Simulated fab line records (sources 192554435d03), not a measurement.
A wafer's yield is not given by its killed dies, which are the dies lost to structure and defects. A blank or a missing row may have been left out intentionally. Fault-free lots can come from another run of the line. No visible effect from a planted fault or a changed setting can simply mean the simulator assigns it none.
Matching of chambers :: flow n5Finfet :: 4 sister chambers for N5_ZERO_LAYER_ETCH_18 on rieSi-01
The step etches Si in HBr/Cl2, target depth 120 nm, time 40 s. 4 wafers are shown with their chamber, then 7 later ones without.

WAFERS WITH THEIR CHAMBER
wafer: L079.4
chamber: 1
throttleValvePct (%): 36.53

wafer: L089.5
chamber: 3
throttleValvePct (%): 36.19

wafer: L090.1
chamber: 0
throttleValvePct (%): 36.58

wafer: L090.3
chamber: 2
throttleValvePct (%): 36.14

WAFERS MISSING THEIR CHAMBER
wafer: L090.4
throttleValvePct (%): 36.55

wafer: L095.3
throttleValvePct (%): 36.19

wafer: L095.4
throttleValvePct (%): 36.60

wafer: L095.6
throttleValvePct (%): 36.19

wafer: L097.1
throttleValvePct (%): 36.56

wafer: L097.3
throttleValvePct (%): 36.18

wafer: L097.5
throttleValvePct (%): 36.61

EACH ONE'S CHAMBER
wafer: L090.4
from the rows above: can't be placed: 1 or 0
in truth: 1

wafer: L095.3
from the rows above: 3
in truth: 3

wafer: L095.4
from the rows above: 0
in truth: 0

wafer: L095.6
from the rows above: 3
in truth: 3

wafer: L097.1
from the rows above: can't be placed: 0 or 1
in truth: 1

wafer: L097.3
from the rows above: can't be placed: 3 or 2
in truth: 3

wafer: L097.5
from the rows above: 0
in truth: 0
Correctly placed: 4 of 7. Cannot be placed on the basis of these rows: 3; the candidates contain the true chamber in 3. Placed wrongly: 0.
How it was worked out, from the rows above alone: a wafer's distance from a chamber is the root of the sum, over the readings, of the square of ((its reading less the chamber's mean) divided by the reading's scatter). If the next closest chamber is less than 2 further off than the closest, the wafer can't be placed; otherwise it belongs to the closest. A chamber's mean is the mean of its shown wafers. The scatter (one wafer shown for each chamber): square how far every hidden wafer sits from the nearest shown wafer, average those squares and take the square root.
